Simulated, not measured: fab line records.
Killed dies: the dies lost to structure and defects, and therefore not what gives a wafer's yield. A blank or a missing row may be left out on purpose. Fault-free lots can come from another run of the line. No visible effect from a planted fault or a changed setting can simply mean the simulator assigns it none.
fab line records | flow n5_finfet
[record] lots = 7 | wafers = 21 | last_day = 17
route steps=1938 shown GATE_CUT@488 BEOL_M4@1111 PASSIVATION@1936
lots that met no fault: from a run of the same line without faults
start_h: hours from the record's first day to the start of the lot's first wafer shown | wait_h: hours since the lot's step before | " unchanged from the row above | L1.1+2: a single row standing in for several wafers | - value missing, or start not given | * or withheld: withheld | < > ~ a bound
route shown NAME@n: a module of which the file shows steps, and the number in the route of the first | usual: mean and standard deviation over wafers with no fault | same: alike in all rows | chamber/n: place in a boat | sites: the reading at each site | _std_site: the standard deviation of these | _edge_site: outer sites' mean less inner sites' | radius_mm: for every site, how far away it sits from the centre of the wafer | mask NAME#n: copy n | behind: the tool/chamber that last shaped the wafer | hold: why the lot was held/for how many hours/how that ended | device: whichever transistor did not switch (one of n, p or np) | end of line: tests of these same wafers at the route's end | a step with no rows: only its recipe | killed: not the wafer's yield, but the dies lost to structure and defects at the first sort | map: a wafer's dies, marking killed ones x, the rest . and places with no die _
set.NAME: the setting that was run; set.NAME@STEP: the one run at that earlier step | model.NAME: the simulator's own value behind a step, which no gauge read
the route's steps for a sample of lots (tables are steps, rows are wafers)
services: when a tool's chamber went out of use (start_h, in hours from the record's first day, below 0 if earlier), for how many hours, and the reason
[[steps]]
[step N5_GATE_CUT_OVL_MEAS_14]
[recipe] points_per_wafer = 522
[usual] GATE_CUT_OVL = 0.4/0.74
lot.wafer | tool       | chamber | start_h | wait_h | GATE_CUT_OVL[nm]
L537.3    | overlay-02 | 0       | 104.47  | 0.0    | 0.8
L537.4    | "          | 0       | "       | "      | -0.5
L537.6    | "          | 0       | "       | "      | -0.1
L543.1    | overlay-02 | 0       | 132.03  | 0.0    | 0.0
L543.2    | "          | 0       | "       | "      | -0.1
L543.3    | "          | 0       | "       | "      | -0.3
L548.3    | overlay-02 | 0       | 164.81  | 0.0    | 0.0
L548.4    | "          | 0       | "       | "      | 1.6
L548.5    | "          | 0       | "       | "      | 0.9
L551.2    | overlay-02 | 0       | 185.87  | 0.0    | 0.1
L551.5    | "          | 0       | "       | "      | 0.9
L551.6    | "          | 0       | "       | "      | 0.2
L553.1    | overlay-02 | 0       | 196.97  | 0.0    | 1.0
L553.3    | "          | 0       | "       | "      | 0.8
L553.4    | "          | 0       | "       | "      | -0.5
L557.2    | overlay-02 | 0       | 217.77  | 0.0    | -0.2
L557.4    | "          | 0       | "       | "      | 0.8
L557.5    | "          | 0       | "       | "      | 0.6
L558.1    | overlay-02 | 0       | 220.35  | 0.0    | -0.2
L558.3    | "          | 0       | "       | "      | 0.3
L558.5    | "          | 0       | "       | "      | 0.0
[step N5_GATE_CUT_INSPECT_15]
[recipe] mode = adi | inspect_instrument = brightfield
[usual] raw_defect_count = 135/42
lot.wafer | tool              | chamber | start_h | wait_h | raw_defect_count
L537.3    | defect_inspect-01 | -       | 104.52  | 0.0    | 95
L537.4    | "                 | -       | "       | "      | 104
L537.6    | "                 | -       | "       | "      | 163
L543.1    | defect_inspect-01 | -       | 132.09  | 0.1    | 140
L543.2    | "                 | -       | "       | "      | 106
L543.3    | "                 | -       | "       | "      | 122
L548.3    | defect_inspect-01 | -       | 164.85  | 0.0    | 128
L548.4    | "                 | -       | "       | "      | 123
L548.5    | "                 | -       | "       | "      | 144
L551.2    | defect_inspect-01 | -       | 185.93  | 0.0    | 147
L551.5    | "                 | -       | "       | "      | 126
L551.6    | "                 | -       | "       | "      | 105
L553.1    | defect_inspect-02 | -       | 197.03  | 0.1    | 190
L553.3    | "                 | -       | "       | "      | 125
L553.4    | "                 | -       | "       | "      | 145
L557.2    | defect_inspect-02 | -       | 217.83  | 0.0    | 101
L557.4    | "                 | -       | "       | "      | 78
L557.5    | "                 | -       | "       | "      | 100
L558.1    | defect_inspect-01 | -       | 220.41  | 0.1    | 93
L558.3    | "                 | -       | "       | "      | 133
L558.5    | "                 | -       | "       | "      | 126
[step N5_GATE_CUT_ETCH_28]
[recipe] chemistry = N2/H2 | target = underlayer | target_depth_a = 130 | mask_material = CAR-EUV | time_s = 10.4 | ion_energy_ev = 200 | pressure_mtorr = 30 | source_w = 840 | bias_w = 150 | n2_flow_sccm = 200 | h2_flow_sccm = 200 | ends = cleared
[usual] bias_w = 150.0/0.45 | drypump_motor_current_A = 5.6/0.41 | etch_rf_on_time_s = 10.43/0.19 | oes_product_au = 0.64/0.06 | rf_fwd_power_W = 819.1/2.4 | rf_vpp_V = 523.8/2.5 | showerhead_plenum_p_Torr = 2.54/0.086 | throttle_valve_pct = 17.94/0.25
lot.wafer | tool        | chamber | start_h | wait_h | bias_w | drypump_motor_current_A | etch_rf_on_time_s | oes_product_au | rf_fwd_power_W | rf_hours_counter_h | rf_vpp_V | showerhead_plenum_p_Torr | throttle_valve_pct
L537.3    | rie_diel-04 | 1       | 104.81  | 0.0    | 149.1  | 6.1                     | 10.24             | 0.60           | 817.4          | 235                | 522.6    | 2.51                     | 18.01
L537.4    | "           | 3       | "       | "      | 150.7  | 5.9                     | 10.24             | 0.63           | 818.4          | 205                | 522.1    | 2.52                     | 18.21
L537.6    | "           | 0       | "       | "      | 149.8  | 4.7                     | 10.28             | 0.61           | 820.4          | -                  | 521.4    | 2.43                     | 18.16
L543.1    | rie_diel-04 | 1       | 132.16  | 0.0    | 150.2  | 6.1                     | 10.23             | 0.59           | 820.4          | 247                | 522.1    | 2.50                     | 18.02
L543.2    | "           | 0       | "       | "      | 150.0  | 4.7                     | 10.17             | 0.61           | 817.4          | 182                | 521.1    | 2.43                     | 18.18
L543.3    | "           | 2       | "       | "      | 149.6  | 5.7                     | 10.42             | 0.62           | 817.1          | 163                | 525.8    | 2.64                     | 17.51
L548.3    | rie_diel-04 | 2       | 164.92  | 0.0    | 149.4  | 5.8                     | 10.50             | 0.62           | 818.6          | 177                | 525.3    | 2.64                     | 17.52
L548.4    | "           | 0       | "       | "      | 150.4  | 4.7                     | 10.23             | 0.60           | 820.5          | -                  | 520.0    | 2.42                     | 18.21
L548.5    | "           | 3       | "       | "      | 150.0  | 5.9                     | 10.26             | 0.62           | 820.3          | -                  | 523.8    | 2.51                     | 18.22
L551.2    | rie_diel-04 | 2       | 186.04  | 0.0    | 149.9  | 5.8                     | 10.56             | 0.61           | 817.1          | 185                | 526.3    | 2.63                     | 17.55
L551.5    | "           | 0       | "       | "      | 150.3  | 4.7                     | 10.26             | 0.59           | 820.8          | -                  | 522.4    | 2.42                     | 18.21
L551.6    | "           | 1       | "       | "      | 149.8  | 6.1                     | 10.12             | 0.86           | 817.5          | -                  | 524.1    | 2.50                     | 17.57
L553.1    | rie_diel-03 | 2       | 197.15  | 0.0    | 150.2  | 5.5                     | 10.55             | 0.64           | 818.5          | 172                | 520.1    | 2.43                     | 18.13
L553.3    | "           | 0       | "       | "      | 149.9  | 5.7                     | 10.67             | 0.61           | 817.6          | 151                | 527.4    | 2.67                     | 18.17
L553.4    | "           | 1       | "       | "      | 150.4  | 5.8                     | 10.63             | 0.62           | 815.3          | 187                | 522.2    | 2.52                     | 18.02
L557.2    | rie_diel-03 | 1       | 217.89  | 0.0    | 150.2  | 5.8                     | 10.58             | 0.63           | 820.6          | 193                | 522.6    | 2.52                     | 18.04
L557.4    | "           | 2       | "       | "      | 150.0  | 5.5                     | 10.55             | 0.63           | 825.0          | 179                | 520.7    | 2.42                     | 18.13
L557.5    | "           | 2       | "       | "      | 150.6  | 5.5                     | 10.59             | 0.62           | 827.8          | -                  | 521.3    | 2.42                     | 18.13
L558.1    | rie_diel-01 | 2       | 220.55  | 0.0    | 150.3  | 6.2                     | 10.57             | 0.62           | 816.1          | 178                | 522.5    | 2.53                     | 18.07
L558.3    | "           | 0       | "       | "      | 149.5  | 5.3                     | 10.05             | 0.85           | 821.2          | 4                  | 525.9    | 2.59                     | 17.78
L558.5    | "           | 2       | "       | "      | 149.5  | 6.2                     | 10.57             | 0.61           | 816.0          | -                  | 523.3    | 2.54                     | 18.08
[step N5_GATE_CUT_ETCH_37]
[recipe] chemistry = N2/H2 | target = SOC | target_depth_a = 600 | overetch_a = 120 | mask_material = SiARC | temp_c = 40 | time_s = 90 | ion_energy_ev = 200 | pressure_mtorr = 30 | source_w = 840 | bias_w = 150 | n2_flow_sccm = 200 | h2_flow_sccm = 200
[usual] bias_w = 150.1/0.46 | drypump_motor_current_A = 5.6/0.41 | oes_product_au = 0.68/0.058 | rf_fwd_power_W = 833.8/2.8 | rf_vpp_V = 523.7/2.4 | showerhead_plenum_p_Torr = 2.54/0.086 | throttle_valve_pct = 17.91/0.25
[same] time_s = 90
lot.wafer | tool        | chamber | start_h | wait_h | bias_w | drypump_motor_current_A | oes_product_au | rf_fwd_power_W | rf_hours_counter_h | rf_vpp_V | showerhead_plenum_p_Torr | throttle_valve_pct
L537.3    | rie_diel-04 | 1       | 104.85  | 0.0    | 150.1  | 6.1                     | 0.62           | 836.9          | 235                | 523.0    | 2.51                     | 17.98
L537.4    | "           | 3       | "       | "      | 149.3  | 6.0                     | 0.65           | 832.9          | 205                | 523.1    | 2.52                     | 18.19
L537.6    | "           | 0       | "       | "      | 150.0  | 4.7                     | 0.66           | 835.2          | -                  | 523.0    | 2.43                     | 18.13
L543.1    | rie_diel-04 | 1       | 132.20  | 0.0    | 149.6  | 6.1                     | 0.61           | 836.1          | 247                | 525.0    | 2.50                     | 18.00
L543.2    | "           | 0       | "       | "      | 150.4  | 4.7                     | 0.63           | 832.7          | 183                | 520.3    | 2.43                     | 18.15
L543.3    | "           | 2       | "       | "      | 149.9  | 5.8                     | 0.65           | 832.4          | 163                | 526.7    | 2.64                     | 17.48
L548.3    | rie_diel-04 | 2       | 164.97  | 0.0    | 101.0  | 5.7                     | 0.64           | 826.5          | 177                | 408.5    | 2.64                     | 17.49
L548.4    | "           | 0       | "       | "      | 100.7  | 4.7                     | 0.62           | 835.0          | -                  | 404.2    | 2.42                     | 18.16
L548.5    | "           | 3       | "       | "      | 101.3  | 6.0                     | 0.63           | 832.3          | -                  | 405.4    | 2.51                     | 18.19
L551.2    | rie_diel-04 | 2       | 186.08  | 0.0    | 100.9  | 5.7                     | 0.64           | 828.7          | 185                | 409.0    | 2.64                     | 17.50
L551.5    | "           | 0       | "       | "      | 102.2  | 4.7                     | 0.61           | 832.3          | -                  | 405.4    | 2.42                     | 18.17
L551.6    | "           | 1       | "       | "      | 100.9  | 6.1                     | 0.88           | 835.4          | -                  | 406.4    | 2.50                     | 17.54
L553.1    | rie_diel-03 | 2       | 197.20  | 0.0    | 150.1  | 5.5                     | 0.66           | 832.7          | 172                | 520.8    | 2.43                     | 18.08
L553.3    | "           | 0       | "       | "      | 149.2  | 5.7                     | 0.65           | 836.3          | 151                | 526.4    | 2.67                     | 18.14
L553.4    | "           | 1       | "       | "      | 149.8  | 5.8                     | 0.66           | 829.8          | 187                | 523.5    | 2.52                     | 17.99
L557.2    | rie_diel-03 | 1       | 217.94  | 0.0    | 150.0  | 5.7                     | 0.66           | 836.1          | 193                | 522.8    | 2.52                     | 18.00
L557.4    | "           | 2       | "       | "      | 150.8  | 5.5                     | 0.67           | 831.3          | 179                | 520.1    | 2.42                     | 18.12
L557.5    | "           | 2       | "       | "      | 151.4  | 5.5                     | 0.67           | 833.4          | -                  | 520.1    | 2.42                     | 18.10
L558.1    | rie_diel-01 | 2       | 220.59  | 0.0    | 150.2  | 6.2                     | 0.65           | 831.9          | 178                | 524.0    | 2.53                     | 18.03
L558.3    | "           | 0       | "       | "      | 150.6  | 5.2                     | 0.86           | 831.3          | 4                  | 526.4    | 2.59                     | 17.76
L558.5    | "           | 2       | "       | "      | 150.1  | 6.3                     | 0.66           | 836.0          | -                  | 524.1    | 2.53                     | 18.04
[step N5_GATE_CUT_CUT_ETCH_53]
[recipe] chemistry = SF6/Cl2 | target = W | mask_material = SiO2 | target_depth_a = 792 | pressure_mtorr = 8 | icp_w = 900 | bias_w = 80 | SF6_flow_sccm = 40 | Cl2_flow_sccm = 60 | ends = cleared
[usual] bias_w = 80.00/0.24 | drypump_motor_current_A = 5.9/0.42 | etch_rf_on_time_s = 26.2/0.36 | oes_product_au = 0.74/0.036 | rf_fwd_power_W = 877.5/2.9 | throttle_valve_pct = 28.99/0.17
lot.wafer | tool         | chamber | start_h | wait_h | bias_w | drypump_motor_current_A | etch_rf_on_time_s | oes_product_au | rf_fwd_power_W | rf_hours_counter_h | throttle_valve_pct
L537.3    | rie_metal-02 | 1       | 105.19  | 0.1    | 80.14  | 5.2                     | 25.5              | 0.80           | 879.2          | -                  | 28.95
L537.4    | "            | 0       | "       | "      | 79.87  | 6.3                     | 26.7              | 0.71           | 877.2          | -                  | 28.75
L537.6    | "            | 0       | "       | "      | 80.26  | 6.3                     | 26.5              | 0.71           | 873.8          | -                  | 28.76
L543.1    | rie_metal-02 | 1       | 132.52  | 0.1    | 79.82  | 5.2                     | 25.8              | 0.78           | 875.7          | 22                 | 28.94
L543.2    | "            | 0       | "       | "      | 80.24  | 6.4                     | 26.8              | 0.70           | 873.9          | 37                 | 28.76
L543.3    | "            | 0       | "       | "      | 80.23  | 6.3                     | 27.1              | 0.70           | 874.3          | -                  | 28.76
L548.3    | rie_metal-01 | 1       | 165.30  | 0.1    | 79.95  | 5.8                     | 26.2              | 0.53           | 876.5          | -                  | 28.65
L548.4    | "            | 0       | "       | "      | 79.62  | 5.8                     | 26.1              | 0.69           | 875.4          | -                  | 29.07
L548.5    | "            | 0       | "       | "      | 79.72  | 5.8                     | 26.2              | 0.69           | 872.6          | -                  | 29.07
L551.2    | rie_metal-01 | 0       | 186.39  | 0.1    | 79.74  | 5.8                     | 26.4              | 0.43           | 878.7          | 41                 | 28.15
L551.5    | "            | 0       | "       | "      | 79.68  | 5.8                     | 26.3              | 0.64           | 874.6          | -                  | 29.06
L551.6    | "            | 1       | "       | "      | 79.90  | 5.8                     | 26.1              | 0.68           | 874.4          | -                  | 29.13
L553.1    | rie_metal-03 | 0       | 197.52  | 0.1    | 80.15  | 6.5                     | 25.9              | 0.76           | 873.3          | 23                 | 28.84
L553.3    | "            | 0       | "       | "      | 80.18  | 6.5                     | 25.9              | 0.75           | 873.8          | -                  | 28.82
L553.4    | "            | 1       | "       | "      | 79.88  | 6.1                     | 25.8              | 0.83           | 879.3          | -                  | 29.31
L557.2    | rie_metal-02 | 1       | 218.26  | 0.1    | 80.45  | 5.2                     | 26.1              | 0.75           | 877.1          | 29                 | 28.97
L557.4    | "            | 0       | "       | "      | 79.96  | 6.4                     | 26.8              | 0.68           | 881.6          | -                  | 28.77
L557.5    | "            | 1       | "       | "      | 80.39  | 5.2                     | 25.9              | 0.76           | 877.4          | -                  | 28.95
L558.1    | rie_metal-01 | 0       | 220.91  | 0.1    | 79.89  | 5.8                     | 26.6              | 0.71           | 877.3          | 44                 | 29.07
L558.3    | "            | 0       | "       | "      | 80.55  | 5.8                     | 26.5              | 0.72           | 876.5          | -                  | 29.10
L558.5    | "            | 1       | "       | "      | 79.49  | 5.8                     | 26.3              | 0.71           | 876.2          | -                  | 29.15
[step N5_GATE_CUT_CUT_ETCH_55]
[recipe] chemistry = BCl3 | target = HfO2 | mask_material = SiO2 | target_depth_a = 32 | ion_energy_ev = 30 | pressure_mtorr = 5 | icp_w = 450 | bias_w = 18 | bcl3_flow_sccm = 80
[usual] bias_w = 18.00/0.057 | drypump_motor_current_A = 5.9/0.42 | oes_product_au = 0.82/0.036 | rf_fwd_power_W = 440.3/1.9 | throttle_valve_pct = 33.16/0.29
lot.wafer | tool         | chamber | start_h | wait_h | bias_w | drypump_motor_current_A | oes_product_au | rf_fwd_power_W | rf_hours_counter_h | throttle_valve_pct
L537.3    | rie_metal-02 | 1       | 105.30  | 0.0    | 17.95  | 5.2                     | 0.85           | 438.3          | -                  | 32.99
L537.4    | "            | 0       | "       | "      | 17.99  | 6.3                     | 0.79           | 439.3          | -                  | 32.92
L537.6    | "            | 0       | "       | "      | 17.98  | 6.4                     | 0.78           | 439.5          | -                  | 32.92
L543.1    | rie_metal-02 | 1       | 132.64  | 0.0    | 18.01  | 5.2                     | 0.84           | 439.7          | 22                 | 32.99
L543.2    | "            | 0       | "       | "      | 17.96  | 6.4                     | 0.78           | 443.0          | 37                 | 32.93
L543.3    | "            | 0       | "       | "      | 17.99  | 6.4                     | 0.78           | 441.5          | -                  | 32.93
L548.3    | rie_metal-01 | 1       | 165.41  | 0.0    | 17.96  | 5.8                     | 0.57           | 440.0          | -                  | 33.37
L548.4    | "            | 0       | "       | "      | 17.90  | 5.8                     | 0.77           | 441.0          | -                  | 33.42
L548.5    | "            | 0       | "       | "      | 17.94  | 5.8                     | 0.75           | 441.3          | -                  | 33.41
L551.2    | rie_metal-01 | 0       | 186.51  | 0.0    | 17.98  | 5.8                     | 0.45           | 440.6          | 41                 | 33.42
L551.5    | "            | 0       | "       | "      | 18.13  | 5.8                     | 0.71           | 442.9          | -                  | 33.42
L551.6    | "            | 1       | "       | "      | 18.02  | 5.8                     | 0.77           | 441.7          | -                  | 33.38
L553.1    | rie_metal-03 | 0       | 197.64  | 0.0    | 18.08  | 6.5                     | 0.83           | 438.8          | 23                 | 32.67
L553.3    | "            | 0       | "       | "      | 17.94  | 6.4                     | 0.84           | 438.9          | -                  | 32.66
L553.4    | "            | 1       | "       | "      | 18.03  | 6.1                     | 0.91           | 441.4          | -                  | 33.60
L557.2    | rie_metal-02 | 1       | 218.38  | 0.0    | 18.00  | 5.2                     | 0.82           | 434.8          | 29                 | 33.02
L557.4    | "            | 0       | "       | "      | 17.98  | 6.3                     | 0.76           | 439.9          | -                  | 32.95
L557.5    | "            | 1       | "       | "      | 17.95  | 5.2                     | 0.82           | 437.7          | -                  | 33.00
L558.1    | rie_metal-01 | 0       | 221.03  | 0.0    | 17.90  | 5.8                     | 0.79           | 440.9          | 44                 | 33.42
L558.3    | "            | 0       | "       | "      | 17.95  | 5.8                     | 0.79           | 441.9          | -                  | 33.43
L558.5    | "            | 1       | "       | "      | 18.01  | 5.8                     | 0.79           | 441.1          | -                  | 33.39
[step N5_BEOL_M4_RC_MEAS_101]
[usual] DIBL_N = 35.9/1.6 | DIBL_P = 35.6/2.1 | IOFF_N = 0.149/0.029 | IOFF_P = 0.20/0.033 | ION_N = 671/11 | ION_P = 460/7.3 | SS_N = 71.4/0.62 | SS_P = 73.2/0.65 | VT_N = 251/3.1 | VT_P = -251/3.4
lot.wafer | tool      | chamber | start_h | wait_h | DIBL_N[mV/V] | DIBL_P[mV/V] | IOFF_N[nA/um] | IOFF_P[nA/um] | ION_N[uA/um] | ION_P[uA/um] | SS_N[mV/dec] | SS_P[mV/dec] | VT_N[mV] | VT_P[mV]
L537.3    | prober-01 | 0       | 180.00  | 0.3    | 34.8         | 36.8         | 0.153         | 0.19          | 687          | 462          | 71.7         | 73.5         | 252      | -255
L537.4    | "         | 0       | "       | "      | 35.9         | 38.6         | 0.169         | 0.20          | 676          | 455          | 72.1         | 73.4         | 252      | -253
L537.6    | "         | 0       | "       | "      | 33.8         | 35.6         | 0.124         | 0.17          | 654          | 454          | 71.4         | 72.9         | 260      | -256
L543.1    | prober-01 | 0       | 209.04  | 0.0    | 36.0         | 38.9         | 0.162         | 0.24          | 676          | 477          | 70.3         | 73.6         | 250      | -247
L543.2    | "         | 0       | "       | "      | 36.4         | 37.9         | 0.158         | 0.22          | 681          | 468          | 71.3         | 73.6         | 248      | -248
L543.3    | "         | 0       | "       | "      | 36.3         | 38.7         | 0.175         | 0.24          | 704          | 480          | 71.8         | 73.8         | 248      | -245
L548.3    | prober-01 | 0       | 246.91  | 0.3    | 35.2         | 33.9         | 0.130         | 0.20          | 670          | 465          | 70.6         | 72.9         | 249      | -249
L548.4    | "         | 0       | "       | "      | 35.1         | 33.3         | 0.135         | 0.19          | 662          | 461          | 71.3         | 73.0         | 253      | -251
L548.5    | "         | 0       | "       | "      | 34.1         | 32.3         | 0.118         | 0.18          | 664          | 455          | 70.7         | 72.6         | 254      | -251
L551.2    | prober-02 | 0       | 257.76  | 0.2    | 36.0         | 33.6         | 0.126         | 0.16          | 662          | 457          | 71.7         | 72.8         | 252      | -255
L551.5    | "         | 0       | "       | "      | 37.8         | 36.3         | 0.148         | 0.20          | 673          | 454          | 71.1         | 73.7         | 251      | -251
L551.6    | "         | 0       | "       | "      | 35.8         | 34.2         | 0.125         | 0.17          | 663          | 459          | 71.1         | 73.1         | 254      | -252
L553.1    | prober-02 | 0       | 277.04  | 0.0    | 35.2         | 34.7         | 0.118         | 0.16          | 661          | 454          | 71.2         | 73.4         | 254      | -257
L553.3    | "         | 0       | "       | "      | 36.1         | 35.8         | 0.131         | 0.18          | 667          | 457          | 71.2         | 73.6         | 255      | -252
L553.4    | "         | 0       | "       | "      | 35.1         | 34.6         | 0.127         | 0.16          | 680          | 464          | 70.7         | 73.3         | 251      | -255
L557.2    | prober-02 | 0       | 300.61  | 0.2    | 36.8         | 35.2         | 0.157         | 0.21          | 681          | 468          | 70.7         | 73.0         | 253      | -250
L557.4    | "         | 0       | "       | "      | 38.7         | 38.1         | 0.199         | 0.26          | 683          | 467          | 71.9         | 73.8         | 245      | -244
L557.5    | "         | 0       | "       | "      | 39.1         | 38.4         | 0.213         | 0.27          | 697          | 475          | 72.5         | 74.2         | 244      | -248
L558.1    | prober-02 | 0       | 303.75  | 0.0    | 34.6         | 34.7         | 0.133         | 0.19          | 665          | 458          | 71.8         | 72.8         | 251      | -251
L558.3    | "         | 0       | "       | "      | 34.9         | 33.6         | 0.135         | 0.16          | 679          | 461          | 71.3         | 72.4         | 252      | -253
L558.5    | "         | 0       | "       | "      | 35.7         | 34.8         | 0.154         | 0.19          | 681          | 459          | 71.5         | 73.6         | 250      | -249
[step N5_PASSIVATION_PROBE_49]
[usual] defect_limited_yield = 90.9/1.5 | killed_at_M0_to_M3 = 36/9.9 | killed_at_M4_up = 13/4.5 | killed_at_contacts = 13/6.4 | killed_at_front_end = 42/12 | killed_at_other = 3.4/3 | killed_dies = 107/18 | killed_on_rim = 14/4.3 | killed_open = 69/13 | killed_short = 35/8.2 | sort_bin_5_function = 5.3/1.1 | sort_bin_6_memory = 3.4/0.69 | sort_n_pass = 1073/18 | sort_yield_pct = 90.9/1.5
[same] gross_dies = 1180 | killed_at_back_side = 0 | sort_bin_4_leakage[%] = 0 | sort_bin_8_speed[%] = 0
lot.wafer | tool      | chamber | start_h | wait_h | defect_limited_yield[%] | killed_at_M0_to_M3 | killed_at_M4_up | killed_at_contacts | killed_at_front_end | killed_at_other | killed_dies | killed_on_rim | killed_open | killed_short | sort_bin_5_function[%] | sort_bin_6_memory[%] | sort_n_pass | sort_yield_pct[%]
L548.3    | prober-02 | -       | 344.05  | 0.1    | 67.7                    | 34                 | 10              | 7                  | 324                 | 6               | 381         | 62            | 52          | 29           | 29.5                   | 2.3                  | 799         | 67.7
L548.4    | prober-02 | -       | 344.10  | 0.2    | 86.1                    | 24                 | 9               | 11                 | 115                 | 5               | 164         | 9             | 66          | 25           | 10.5                   | 3.3                  | 1016        | 86.1
L548.5    | prober-02 | -       | 344.15  | 0.2    | 83.1                    | 33                 | 9               | 17                 | 133                 | 8               | 200         | 13            | 70          | 35           | 13.3                   | 3.4                  | 980         | 83.1
L551.2    | prober-01 | -       | 354.06  | 0.1    | 46.0                    | 46                 | 9               | 22                 | 555                 | 5               | 637         | 128           | 77          | 40           | 50.3                   | 3.5                  | 543         | 46.0
L551.5    | prober-01 | -       | 354.21  | 0.2    | 77.9                    | 54                 | 9               | 31                 | 164                 | 3               | 261         | 28            | 99          | 48           | 17.1                   | 4.6                  | 919         | 77.9
L551.6    | prober-01 | -       | 354.26  | 0.3    | 87.3                    | 24                 | 7               | 30                 | 83                  | 6               | 150         | 16            | 69          | 30           | 9.0                    | 3.5                  | 1030        | 87.3
// killed by level:class
L548.3 GATE_CUT:area_etch=291 FIN_SAQP:geometric_particle:open=7 BEOL_M3:geometric_particle:open=6 HKMG_FIN:area_etch=6 BEOL_M2:geometric_particle:open=5 BEOL_M4:geometric_particle:open=5 MOL_CONTACT_COAG:geometric_particle:open=4 BEOL_M0_SAQP:geometric_particle:short=4
L548.4 GATE_CUT:area_etch=72 FIN_SAQP:geometric_particle:open=11 GATE_CUT:geometric_particle:short=10 MOL_CONTACT_COAG:geometric_particle:open=9 STI_FIN_REVEAL:geometric_particle:open=8 DUMMY_GATE:geometric_particle:open=6 BEOL_M3:geometric_particle:open=6 BEOL_M0_SAQP:geometric_particle:short=5
L548.5 GATE_CUT:area_etch=94 STI_FIN_REVEAL:geometric_particle:open=13 MOL_CONTACT_COAG:geometric_particle:open=11 FIN_SAQP:geometric_particle:short=7 BEOL_M3:geometric_particle:open=6 MOL_CONTACT_COAG:geometric_particle:short=5 BEOL_M0_SAQP:geometric_particle:open=5 BEOL_M1:geometric_particle:open=5
L551.2 GATE_CUT:area_etch=520 MOL_CONTACT_COAG:geometric_particle:open=18 BEOL_M0_SAQP:geometric_particle:short=12 FIN_SAQP:geometric_particle:short=10 BEOL_M0_SAQP:geometric_particle:open=10 BEOL_M3:geometric_particle:open=10 FIN_SAQP:geometric_particle:open=9 BEOL_M1:geometric_particle:open=7
L551.5 GATE_CUT:area_etch=112 MOL_CONTACT_COAG:geometric_particle:open=20 STI_FIN_REVEAL:geometric_particle:open=19 BEOL_M3:geometric_particle:open=13 BEOL_M0_SAQP:geometric_particle:short=13 BEOL_M0_SAQP:geometric_particle:open=12 MOL_CONTACT_COAG:geometric_particle:short=11 FIN_SAQP:geometric_particle:open=9
L551.6 GATE_CUT:area_etch=50 MOL_CONTACT_COAG:geometric_particle:open=25 FIN_SAQP:geometric_particle:short=10 BEOL_M1:geometric_particle:open=6 FIN_SAQP:geometric_particle:open=5 MOL_CONTACT_COAG:geometric_particle:short=5 STI_FIN_REVEAL:geometric_particle:open=4 BEOL_M0_SAQP:geometric_particle:short=4
[[services]]
tool         | chamber | start_h | hours | kind
rie_diel-01  | 3       | 89.35   | 5.1   | repair
rie_metal-03 | 1       | 95.95   | -     | clean
rie_metal-03 | 1       | 95.95   | 31.9  | scheduled_down
rie_metal-03 | 1       | 95.95   | 31.9  | vent_cycle
rie_diel-04  | 1       | 100.49  | 1.5   | repair
rie_diel-01  | -       | 103.88  | 18.9  | repair
rie_diel-04  | 3       | 109.90  | 12.2  | repair
rie_diel-04  | 3       | 126.58  | 27.6  | repair
rie_diel-01  | -       | 126.93  | 0.3   | repair
rie_diel-04  | -       | 138.91  | 0.5   | repair
rie_metal-02 | -       | 141.53  | 14.6  | pm
rie_diel-04  | 1       | 154.34  | -     | clean
rie_diel-04  | 1       | 154.34  | -     | consumable_replace:focus_ring
rie_diel-04  | 1       | 154.34  | 25.1  | scheduled_down
rie_diel-04  | 1       | 154.34  | 25.1  | vent_cycle
rie_metal-03 | 1       | 181.20  | 12.1  | repair
rie_diel-01  | 0       | 188.11  | -     | clean
rie_diel-01  | 0       | 188.11  | -     | consumable_replace:focus_ring
rie_diel-01  | 0       | 188.11  | 20.4  | scheduled_down
rie_diel-01  | 0       | 188.11  | 20.4  | vent_cycle
rie_diel-01  | 1       | 203.57  | 15.6  | repair
[[key]]
[first_sign] step = N5_GATE_CUT_ETCH_37 | reading = bias_w | direction = down | sigmas = 99+ | usual = * | struck = *
[effect] step = N5_GATE_CUT_ETCH_37 | reading = rf_vpp_V | direction = down | sigmas = 49 | usual = 523.7 | struck = 406.5
[effect] step = N5_GATE_CUT_CUT_ETCH_53 | reading = oes_product_au | direction = down | sigmas = 3.7 | usual = 0.74 | struck = 0.61 | wafers_moved = 3
[effect] step = N5_GATE_CUT_CUT_ETCH_55 | reading = oes_product_au | direction = down | sigmas = 4.3 | usual = 0.82 | struck = 0.67 | wafers_moved = 3
[effect] step = N5_PASSIVATION_PROBE_49 | reading = killed_at_front_end | direction = up | sigmas = 16 | usual = 42 | struck = 229
[more_kills_born_at] N5_GATE_CUT_ETCH_37@rie_diel-04 = 1139
met_at N5_GATE_CUT_ETCH_37
struck_lots L548,L551
not_acting_at N5_GATE_CUT_OVL_MEAS_14,N5_GATE_CUT_INSPECT_15,N5_GATE_CUT_ETCH_28
onset_between 132.20 164.97
[fault] kind = process_parameter_drift | tool = rie_diel-04 | chamber = - | onset_h = 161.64 | steps = N5_GATE_CUT_ETCH_37 | channel = bias_w | offset = * | shape = step | end_h = 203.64 | acts_in = * | stated = *
